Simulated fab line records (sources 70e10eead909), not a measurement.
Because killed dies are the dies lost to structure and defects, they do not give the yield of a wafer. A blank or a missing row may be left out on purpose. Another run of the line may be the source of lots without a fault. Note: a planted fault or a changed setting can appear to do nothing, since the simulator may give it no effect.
Which tool did it?    flow nand-harc    Sampling: 24 lots, 72 wafers, 2 of 1159 route steps

## WHAT EACH GAUGE READ, for each wafer
NHARC_A_CONTACT_CD_MEAS_80.
lot   measured      on         cd-nm (nm)
L074  day 16 10:29  cd-sem-01  189.7 189.2 189.2
L077  day 17 01:29  cd-sem-01  189.5 188.9 189.6
L076  day 17 02:14  cd-sem-01  189.2 189.7 189.3
L079  day 17 08:01  cd-sem-03  190.6 190.0 190.1
L075  day 17 09:00  cd-sem-01  190.4 190.7 189.6
L078  day 17 13:27  cd-sem-03  189.3 189.4 189.3
L080  day 18 17:25  cd-sem-01  189.4 189.5 189.7
L081  day 18 19:13  cd-sem-02  189.7 190.0 190.2
L083  day 19 01:42  cd-sem-02  190.2 190.1 190.3
L082  day 19 04:18  cd-sem-01  189.7 190.1 189.6
L084  day 19 08:05  cd-sem-01  189.9 188.6 189.3
L085  day 19 10:33  cd-sem-02  190.8 191.0 190.6
L087  day 20 03:05  cd-sem-02  189.3 189.3 189.3
L086  day 20 04:10  cd-sem-01  190.0 190.1 190.0
L092  day 20 15:06  cd-sem-02  188.6 188.4 189.6
L091  day 20 18:10  cd-sem-03  190.4 190.6 190.9
L089  day 20 23:53  cd-sem-01  188.7 189.0 189.0
L088  day 21 06:17  cd-sem-02  187.8 187.4 187.6
L093  day 21 06:55  cd-sem-03  190.1 190.4 190.5
L090  day 21 11:14  cd-sem-03  189.0 189.0 189.1
L094  day 21 22:43  cd-sem-02  189.9 190.1 189.9
L095  day 22 01:05  cd-sem-03  189.7 189.3 190.1
L096  day 22 11:02  cd-sem-01  189.3 189.4 188.8
L097  day 22 18:10  cd-sem-03  189.0 189.0 189.6

NHARC_A_M1_CD_MEAS_16.
lot   measured      on         cd-nm (nm)
L074  day 17 12:19  cd-sem-01  119.3 119.7 120.0
L077  day 17 20:36  cd-sem-02  120.0 119.7 120.6
L076  day 18 00:05  cd-sem-01  120.4 120.3 121.1
L079  day 18 01:32  cd-sem-01  120.0 120.9 119.8
L075  day 18 06:57  cd-sem-03  120.0 120.4 119.3
L078  day 18 13:20  cd-sem-01  119.9 120.5 121.0
L080  day 19 15:26  cd-sem-01  119.5 120.7 119.5
L081  day 19 16:03  cd-sem-01  119.2 120.1 119.8
L083  day 19 22:55  cd-sem-01  120.0 120.7 120.3
L082  day 19 23:35  cd-sem-01  119.9 120.1 120.2
L084  day 20 08:56  cd-sem-03  119.0 120.7 119.9
L085  day 20 09:40  cd-sem-01  118.5 118.4 118.7
L087  day 21 02:56  cd-sem-01  120.7 120.1 120.0
L086  day 21 03:38  cd-sem-02  119.8 119.6 119.8
L092  day 21 20:34  cd-sem-03  120.2 120.7 120.0
L091  day 21 21:05  cd-sem-01  120.7 119.9 120.3
L089  day 22 03:20  cd-sem-01  120.2 120.6 120.1
L088  day 22 07:09  cd-sem-03  120.0 119.6 120.2
L093  day 22 07:55  cd-sem-01  120.0 119.8 119.8
L090  day 22 10:17  cd-sem-03  118.4 119.8 118.9
L094  day 22 21:28  cd-sem-02  119.9 119.9 120.3
L095  day 22 22:02  cd-sem-03  120.7 119.9 119.7
L096  day 23 09:31  cd-sem-01  119.1 120.4 119.6
L097  day 23 20:40  cd-sem-03  120.4 120.0 119.7

## WHAT TOOL EACH LOT RAN ON (gives the tool, then ch and the chambers of the sampled wafers, and finally the start)
Before these readings, the record contains no process step.

## WHAT THE TOOLS THEMSELVES READ (means of the sampled wafers that have a number; where no wafer has one, the mark that the record gives instead)
The record holds no such reading with a usual standard deviation.

## THE ANSWER, worked out from the rows above alone
Rule: the lots themselves supply what counts as usual. Put in order of their means at a reading, lots are off if they are a third of the lots or fewer, leave a main group of 4 or more, and stand apart from it by a gap of 3 or more times the standard deviation of the main group's means; of several such gaps the widest counts. If all means in a main group match to the digits the tables above print for the reading, that group is not used. A lot without any number at a reading at which 4 lots or more have one is off too. Where the step has rows for the other lots, those lots are counted as sound. After the gauges, taken in route order, come the tools' own readings; for these a lot's mean is taken, as printed above. At the first step where some lot is off, the reading lying furthest off is the one used; lots without a number count as furthest.
None of the lots is off at any reading shown; this tells nothing.

## WHAT THE SIMULATOR PUT IN
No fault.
